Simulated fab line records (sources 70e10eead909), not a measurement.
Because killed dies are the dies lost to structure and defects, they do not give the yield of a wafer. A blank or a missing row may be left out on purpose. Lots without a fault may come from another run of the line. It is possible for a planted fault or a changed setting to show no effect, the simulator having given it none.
What tool caused it? :: flow nand_harc :: 24 lots, 72 wafers sampled, at 5 steps of a route of 1159

WHAT THE GAUGES READ, wafer by wafer
NHARC_P_BONDPAD_THK_MEAS_33: measures by ellipsometry. Usual: thk_nm at 199.9 nm, with a standard deviation of 1.5.
lot: L074
measured: day 6 09:16
on: film_metro-02
thk_nm (nm): 198.8 198.2 198.6
flag: 

lot: L075
measured: day 6 10:02
on: film_metro-02
thk_nm (nm): 200.4 199.4 199.1
flag: 

lot: L076
measured: day 6 16:25
on: film_metro-01
thk_nm (nm): 199.4 199.7 200.4
flag: 

lot: L077
measured: day 6 23:22
on: film_metro-01
thk_nm (nm): 197.8 196.2 198.1
flag: 

lot: L078
measured: day 7 04:32
on: film_metro-01
thk_nm (nm): 198.3 198.9 200.4
flag: 

lot: L079
measured: day 7 17:21
on: film_metro-02
thk_nm (nm): 197.9 197.2 200.8
flag: 

lot: L080
measured: day 7 19:32
on: film_metro-02
thk_nm (nm): 198.6 200.1 197.9
flag: 

lot: L081
measured: day 8 05:49
on: film_metro-01
thk_nm (nm): 200.4 199.8 198.2
flag: 

lot: L082
measured: day 8 07:07
on: film_metro-02
thk_nm (nm): 199.9 199.2 197.7
flag: 

lot: L083
measured: day 8 07:55
on: film_metro-02
thk_nm (nm): 199.2 199.2 201.9
flag: 

lot: L084
measured: day 8 20:01
on: film_metro-01
thk_nm (nm): 198.7 198.9 199.4
flag: 

lot: L085
measured: day 9 00:27
on: film_metro-01
thk_nm (nm): 199.2 200.6 198.8
flag: 

lot: L088
measured: day 9 10:46
on: film_metro-01
thk_nm (nm): 201.4 203.0 199.3
flag: 

lot: L086
measured: day 9 14:46
on: film_metro-02
thk_nm (nm): 198.7 200.1 198.9
flag: 

lot: L087
measured: day 9 15:42
on: film_metro-01
thk_nm (nm): 200.9 201.7 201.1
flag: 

lot: L089
measured: day 10 06:26
on: film_metro-01
thk_nm (nm): 200.3 199.0 201.9
flag: 

lot: L091
measured: day 10 13:03
on: film_metro-01
thk_nm (nm): 202.2 201.2 204.2
flag: 

lot: L090
measured: day 10 13:56
on: film_metro-01
thk_nm (nm): 200.9 199.0 200.1
flag: 

lot: L093
measured: day 10 22:03
on: film_metro-01
thk_nm (nm): 202.1 200.9 199.0
flag: 

lot: L092
measured: day 10 23:17
on: film_metro-02
thk_nm (nm): 200.2 199.9 199.7
flag: 

lot: L094
measured: day 11 08:43
on: film_metro-01
thk_nm (nm): 200.7 200.2 199.8
flag: 

lot: L095
measured: day 11 09:26
on: film_metro-01
thk_nm (nm): 196.9 200.2 201.6
flag: 

lot: L096
measured: day 11 23:22
on: film_metro-01
thk_nm (nm): 199.8 197.3 196.4
flag: 

lot: L097
measured: day 12 00:08
on: film_metro-01
thk_nm (nm): 197.8 200.3 198.1
flag: 

NHARC_P_BONDPAD_CD_MEAS_09: target cd 500 nm. Usual: cd_nm at 499.7 nm, with a standard deviation of 2.
lot: L074
measured: day 6 09:43
on: cd_sem-01
cd_nm (nm): 498.0 497.8 496.9
flag: 

lot: L075
measured: day 6 10:37
on: cd_sem-02
cd_nm (nm): 497.1 497.6 496.2
flag: 

lot: L076
measured: day 6 16:58
on: cd_sem-01
cd_nm (nm): 499.6 502.8 500.7
flag: 

lot: L077
measured: day 6 23:56
on: cd_sem-03
cd_nm (nm): 503.1 502.6 502.1
flag: 

lot: L078
measured: day 7 05:06
on: cd_sem-01
cd_nm (nm): 496.8 499.2 499.6
flag: 

lot: L079
measured: day 7 17:55
on: cd_sem-01
cd_nm (nm): 500.5 501.1 500.1
flag: 

lot: L080
measured: day 7 19:59
on: cd_sem-02
cd_nm (nm): 497.8 498.7 497.7
flag: 

lot: L081
measured: day 8 06:23
on: cd_sem-02
cd_nm (nm): 502.0 499.3 502.0
flag: 

lot: L082
measured: day 8 07:33
on: cd_sem-02
cd_nm (nm): 499.4 500.0 497.7
flag: 

lot: L083
measured: day 8 08:22
on: cd_sem-01
cd_nm (nm): 504.2 500.9 502.2
flag: 

lot: L084
measured: day 8 20:35
on: cd_sem-03
cd_nm (nm): 498.3 499.6 498.7
flag: 

lot: L085
measured: day 9 00:54
on: cd_sem-02
cd_nm (nm): 499.3 498.5 497.7
flag: 

lot: L088
measured: day 9 11:21
on: cd_sem-01
cd_nm (nm): 500.1 503.7 502.8
flag: 

lot: L086
measured: day 9 15:20
on: cd_sem-02
cd_nm (nm): 499.7 497.1 498.1
flag: 

lot: L087
measured: day 9 16:08
on: cd_sem-01
cd_nm (nm): 500.4 500.1 498.4
flag: 

lot: L089
measured: day 10 06:53
on: cd_sem-03
cd_nm (nm): 498.2 499.0 498.4
flag: 

lot: L091
measured: day 10 13:29
on: cd_sem-03
cd_nm (nm): 498.8 498.8 499.6
flag: 

lot: L090
measured: day 10 14:29
on: cd_sem-03
cd_nm (nm): 501.1 501.2 501.1
flag: 

lot: L093
measured: day 10 22:38
on: cd_sem-03
cd_nm (nm): 495.1 496.5 497.3
flag: 

lot: L092
measured: day 10 23:52
on: cd_sem-03
cd_nm (nm): 497.8 498.2 498.3
flag: 

lot: L094
measured: day 11 09:10
on: cd_sem-03
cd_nm (nm): 500.6 500.1 499.5
flag: 

lot: L095
measured: day 11 09:59
on: cd_sem-01
cd_nm (nm): 499.6 498.2 500.4
flag: 

lot: L096
measured: day 11 23:50
on: cd_sem-02
cd_nm (nm): 503.6 501.3 500.8
flag: 

lot: L097
measured: day 12 00:42
on: cd_sem-03
cd_nm (nm): 502.1 501.0 498.1
flag: 

NHARC_A_SOURCE_PLATE_THK_MEAS_09: measures by ellipsometry. Usual: thk_nm at 9.6 nm, with a standard deviation of 1.
lot: L074
measured: day 6 22:56
on: film_metro-01
thk_nm (nm): 11.4 12.3 9.8
flag: 

lot: L075
measured: day 6 22:56
on: film_metro-02
thk_nm (nm): 10.2 10.3 9.9
flag: 

lot: L076
measured: day 7 06:10
on: film_metro-01
thk_nm (nm): 9.6 7.5 10.9
flag: 

lot: L077
measured: day 7 13:27
on: film_metro-02
thk_nm (nm): 8.5 10.8 10.0
flag: 

lot: L078
measured: day 7 18:20
on: film_metro-01
thk_nm (nm): 8.5 10.2 7.4
flag: 

lot: L079
measured: day 8 06:49
on: film_metro-01
thk_nm (nm): 10.7 9.2 10.3
flag: 

lot: L080
measured: day 8 06:49
on: film_metro-02
thk_nm (nm): 9.8 10.6 10.6
flag: 

lot: L081
measured: day 8 19:28
on: film_metro-01
thk_nm (nm): 8.8 10.1 10.6
flag: 

lot: L082
measured: day 8 19:28
on: film_metro-02
thk_nm (nm): 8.6 9.3 9.5
flag: 

lot: L083
measured: day 8 19:29
on: film_metro-01
thk_nm (nm): 10.2 8.7 9.3
flag: 

lot: L084
measured: day 9 09:55
on: film_metro-02
thk_nm (nm): 10.4 9.3 8.4
flag: 

lot: L085
measured: day 9 13:34
on: film_metro-02
thk_nm (nm): 9.4 10.5 9.8
flag: 

lot: L088
measured: day 10 05:16
on: film_metro-01
thk_nm (nm): 8.2 10.1 8.7
flag: 

lot: L086
measured: day 10 05:16
on: film_metro-02
thk_nm (nm): 8.9 10.8 10.9
flag: 

lot: L087
measured: day 10 05:18
on: film_metro-01
thk_nm (nm): 10.8 9.6 10.4
flag: 

lot: L089
measured: day 10 21:40
on: film_metro-01
thk_nm (nm): 9.9 8.9 7.9
flag: 

lot: L091
measured: day 11 02:29
on: film_metro-01
thk_nm (nm): 8.8 9.2 10.9
flag: 

lot: L090
measured: day 11 02:29
on: film_metro-02
thk_nm (nm): 8.6 8.0 8.6
flag: 

lot: L093
measured: day 11 14:49
on: film_metro-01
thk_nm (nm): 9.4 10.5 10.6
flag: 

lot: L092
measured: day 11 14:49
on: film_metro-02
thk_nm (nm): 9.4 10.0 9.1
flag: 

lot: L094
measured: day 11 22:16
on: film_metro-01
thk_nm (nm): 12.9 8.6 9.9
flag: 

lot: L095
measured: day 11 22:16
on: film_metro-02
thk_nm (nm): 9.5 8.7 9.2
flag: 

lot: L096
measured: day 12 16:13
on: film_metro-01
thk_nm (nm): 11.5 8.6 10.0
flag: 

lot: L097
measured: day 12 16:13
on: film_metro-02
thk_nm (nm): 8.5 8.1 9.2
flag: 

NHARC_A_ONON_D1_THK_MEAS_21: measures by ellipsometry. Usual: thk_nm at 1000 nm, with a standard deviation of 11.
lot: L074
measured: day 7 23:30
on: film_metro-01
thk_nm (nm): 993 994 993
flag: 

lot: L075
measured: day 7 23:30
on: film_metro-02
thk_nm (nm): 1014 1010 1013
flag: 

lot: L076
measured: day 8 07:28
on: film_metro-02
thk_nm (nm): 987 987 988
flag: 

lot: L077
measured: day 8 14:25
on: film_metro-01
thk_nm (nm): 1009 1006 1007
flag: 

lot: L078
measured: day 8 20:17
on: film_metro-01
thk_nm (nm): 1030 1031 1032
flag: 

lot: L079
measured: day 9 07:04
on: film_metro-01
thk_nm (nm): 1018 1017 1017
flag: 

lot: L080
measured: day 9 07:04
on: film_metro-02
thk_nm (nm): 1012 1013 1013
flag: 

lot: L081
measured: day 9 19:13
on: film_metro-02
thk_nm (nm): 999 998 998
flag: 

lot: L082
measured: day 9 19:13
on: film_metro-01
thk_nm (nm): 998 998 998
flag: 

lot: L083
measured: day 9 19:12
on: film_metro-02
thk_nm (nm): 1008 1007 1008
flag: 

lot: L084
measured: day 10 15:16
on: film_metro-01
thk_nm (nm): 989 988 989
flag: 

lot: L085
measured: day 10 15:16
on: film_metro-02
thk_nm (nm): 991 988 989
flag: 

lot: L088
measured: day 11 05:55
on: film_metro-02
thk_nm (nm): 1000 1001 1002
flag: 

lot: L086
measured: day 11 05:55
on: film_metro-01
thk_nm (nm): 1011 1009 1009
flag: 

lot: L087
measured: day 11 05:55
on: film_metro-02
thk_nm (nm): 1003 1006 1005
flag: 

lot: L089
measured: day 11 21:49
on: film_metro-01
thk_nm (nm): 997 995 996
flag: 

lot: L091
measured: day 12 04:53
on: film_metro-02
thk_nm (nm): 996 997 996
flag: 

lot: L090
measured: day 12 05:12
on: film_metro-02
thk_nm (nm): 1004 1003 1003
flag: 

lot: L093
measured: day 12 15:17
on: film_metro-02
thk_nm (nm): 996 997 995
flag: 

lot: L092
measured: day 12 15:17
on: film_metro-01
thk_nm (nm): 986 984 986
flag: 

lot: L094
measured: day 12 23:08
on: film_metro-02
thk_nm (nm): 992 993 992
flag: 

lot: L095
measured: day 12 23:07
on: film_metro-01
thk_nm (nm): 999 999 999
flag: 

lot: L096
measured: day 13 15:58
on: film_metro-02
thk_nm (nm): 996 997 997
flag: 

lot: L097
measured: day 13 15:57
on: film_metro-02
thk_nm (nm): 987 987 986
flag: 

EACH LOT AND THE TOOL THAT RAN IT (in order: tool; ch and the chambers of the sampled wafers; start)
lot: L074
NHARC_A_ZERO_WELL_ETCH_13: rie_si-02 ch 0,1,2, day 6 14:24

lot: L075
NHARC_A_ZERO_WELL_ETCH_13: rie_si-04 ch 2,3, day 6 15:17

lot: L076
NHARC_A_ZERO_WELL_ETCH_13: rie_si-02 ch 0,1,2, day 6 21:33

lot: L077
NHARC_A_ZERO_WELL_ETCH_13: rie_si-05 ch 0,3, day 7 04:50

lot: L078
NHARC_A_ZERO_WELL_ETCH_13: rie_si-04 ch 2,3, day 7 09:47

lot: L079
NHARC_A_ZERO_WELL_ETCH_13: rie_si-05 ch 1,2, day 7 22:25

lot: L080
NHARC_A_ZERO_WELL_ETCH_13: rie_si-04 ch 0,3, day 8 00:29

lot: L081
NHARC_A_ZERO_WELL_ETCH_13: rie_si-04 ch 0,2, day 8 10:55

lot: L082
NHARC_A_ZERO_WELL_ETCH_13: rie_si-05 ch 0,3, day 8 12:00

lot: L083
NHARC_A_ZERO_WELL_ETCH_13: rie_si-02 ch 0,1,2, day 8 13:36

lot: L084
NHARC_A_ZERO_WELL_ETCH_13: rie_si-02 ch 0,3, day 9 01:17

lot: L085
NHARC_A_ZERO_WELL_ETCH_13: rie_si-05 ch 0,2,3, day 9 05:17

lot: L088
NHARC_A_ZERO_WELL_ETCH_13: rie_si-02 ch 2,3, day 9 16:05

lot: L086
NHARC_A_ZERO_WELL_ETCH_13: rie_si-04 ch 0,2,3, day 9 19:52

lot: L087
NHARC_A_ZERO_WELL_ETCH_13: rie_si-05 ch 1,2, day 9 20:38

lot: L089
NHARC_A_ZERO_WELL_ETCH_13: rie_si-02 ch 0,3, day 10 11:17

lot: L091
NHARC_A_ZERO_WELL_ETCH_13: rie_si-02 ch 1,2,3, day 10 18:01

lot: L090
NHARC_A_ZERO_WELL_ETCH_13: rie_si-05 ch 0,2,3, day 10 18:59

lot: L093
NHARC_A_ZERO_WELL_ETCH_13: rie_si-02 ch 1,2,3, day 11 03:05

lot: L092
NHARC_A_ZERO_WELL_ETCH_13: rie_si-04 ch 0,1,2, day 11 04:25

lot: L094
NHARC_A_ZERO_WELL_ETCH_13: rie_si-05 ch 1,3, day 11 13:44

lot: L095
NHARC_A_ZERO_WELL_ETCH_13: rie_si-04 ch 0,2,3, day 11 14:24

lot: L096
NHARC_A_ZERO_WELL_ETCH_13: rie_si-04 ch 1,2,3, day 12 04:18

lot: L097
NHARC_A_ZERO_WELL_ETCH_13: rie_si-05 ch 0,3, day 12 05:22
- NHARC_A_ZERO_WELL_ETCH_13: etches the open film in HBr/Cl2, target depth 120 nm, time 40.1 s.

WHAT THE TOOLS THEMSELVES READ (means of the sampled wafers that have a number; where no wafer has one, the mark that the record gives instead)
NHARC_A_ZERO_WELL_ETCH_13. Usual: drypump_motor_current_A 5.7 A, standard deviation 0.44; oes_product_au 0.998 a.u., standard deviation 0.01; throttle_valve_pct 26.406 %, standard deviation 0.0093.
lot: L074
tool: rie_si-02
drypump_motor_current_A (A): 5.9
oes_product_au (a.u.): 0.992
throttle_valve_pct (%): 26.404
flag: 

lot: L075
tool: rie_si-04
drypump_motor_current_A (A): 5.9
oes_product_au (a.u.): 0.998
throttle_valve_pct (%): 26.400
flag: 

lot: L076
tool: rie_si-02
drypump_motor_current_A (A): 5.8
oes_product_au (a.u.): 1.004
throttle_valve_pct (%): 26.404
flag: 

lot: L077
tool: rie_si-05
drypump_motor_current_A (A): 5.3
oes_product_au (a.u.): 0.987
throttle_valve_pct (%): 26.402
flag: 

lot: L078
tool: rie_si-04
drypump_motor_current_A (A): 5.7
oes_product_au (a.u.): 0.997
throttle_valve_pct (%): 26.412
flag: 

lot: L079
tool: rie_si-05
drypump_motor_current_A (A): 5.9
oes_product_au (a.u.): 0.998
throttle_valve_pct (%): 26.407
flag: 

lot: L080
tool: rie_si-04
drypump_motor_current_A (A): 5.5
oes_product_au (a.u.): 0.995
throttle_valve_pct (%): 26.401
flag: 

lot: L081
tool: rie_si-04
drypump_motor_current_A (A): 5.7
oes_product_au (a.u.): 0.989
throttle_valve_pct (%): 26.396
flag: 

lot: L082
tool: rie_si-05
drypump_motor_current_A (A): 5.2
oes_product_au (a.u.): 0.988
throttle_valve_pct (%): 26.409
flag: 

lot: L083
tool: rie_si-02
drypump_motor_current_A (A): 5.8
oes_product_au (a.u.): 1.007
throttle_valve_pct (%): 26.398
flag: 

lot: L084
tool: rie_si-02
drypump_motor_current_A (A): 5.9
oes_product_au (a.u.): 1.006
throttle_valve_pct (%): 26.412
flag: 

lot: L085
tool: rie_si-05
drypump_motor_current_A (A): 5.7
oes_product_au (a.u.): 0.995
throttle_valve_pct (%): 26.413
flag: 

lot: L088
tool: rie_si-02
drypump_motor_current_A (A): 5.8
oes_product_au (a.u.): 1.000
throttle_valve_pct (%): 26.403
flag: 

lot: L086
tool: rie_si-04
drypump_motor_current_A (A): 5.7
oes_product_au (a.u.): 0.995
throttle_valve_pct (%): 26.408
flag: 

lot: L087
tool: rie_si-05
drypump_motor_current_A (A): 5.9
oes_product_au (a.u.): 0.996
throttle_valve_pct (%): 26.416
flag: 

lot: L089
tool: rie_si-02
drypump_motor_current_A (A): 5.9
oes_product_au (a.u.): 1.004
throttle_valve_pct (%): 26.409
flag: 

lot: L091
tool: rie_si-02
drypump_motor_current_A (A): 6.0
oes_product_au (a.u.): 1.009
throttle_valve_pct (%): 26.401
flag: 

lot: L090
tool: rie_si-05
drypump_motor_current_A (A): 5.7
oes_product_au (a.u.): 0.992
throttle_valve_pct (%): 26.408
flag: 

lot: L093
tool: rie_si-02
drypump_motor_current_A (A): 6.0
oes_product_au (a.u.): 1.014
throttle_valve_pct (%): 26.405
flag: 

lot: L092
tool: rie_si-04
drypump_motor_current_A (A): 5.5
oes_product_au (a.u.): 1.002
throttle_valve_pct (%): 26.409
flag: 

lot: L094
tool: rie_si-05
drypump_motor_current_A (A): 5.3
oes_product_au (a.u.): 0.987
throttle_valve_pct (%): 26.412
flag: 

lot: L095
tool: rie_si-04
drypump_motor_current_A (A): 5.7
oes_product_au (a.u.): 1.000
throttle_valve_pct (%): 26.397
flag: 

lot: L096
tool: rie_si-04
drypump_motor_current_A (A): 5.4
oes_product_au (a.u.): 1.001
throttle_valve_pct (%): 26.409
flag: 

lot: L097
tool: rie_si-05
drypump_motor_current_A (A): 5.3
oes_product_au (a.u.): 0.996
throttle_valve_pct (%): 26.411
flag: 

THE ANSWER, worked out from the rows above alone
Rule: a lot is off if the mean of its wafers that have a number lies more than 3 standard deviations from the usual mean. A lot without any number at a reading at which 4 lots or more have one is off too. All remaining lots with rows at the step are treated as sound. Order of review: gauges by route order, followed by the tools' own readings, for which a lot's mean as printed above is used. At the first step where some lot is off, the reading lying furthest off is the one used; lots without a number count as furthest.
No lot is off at any reading shown: from this, nothing can be told.

WHAT HAD BEEN PUT IN BY THE SIMULATOR
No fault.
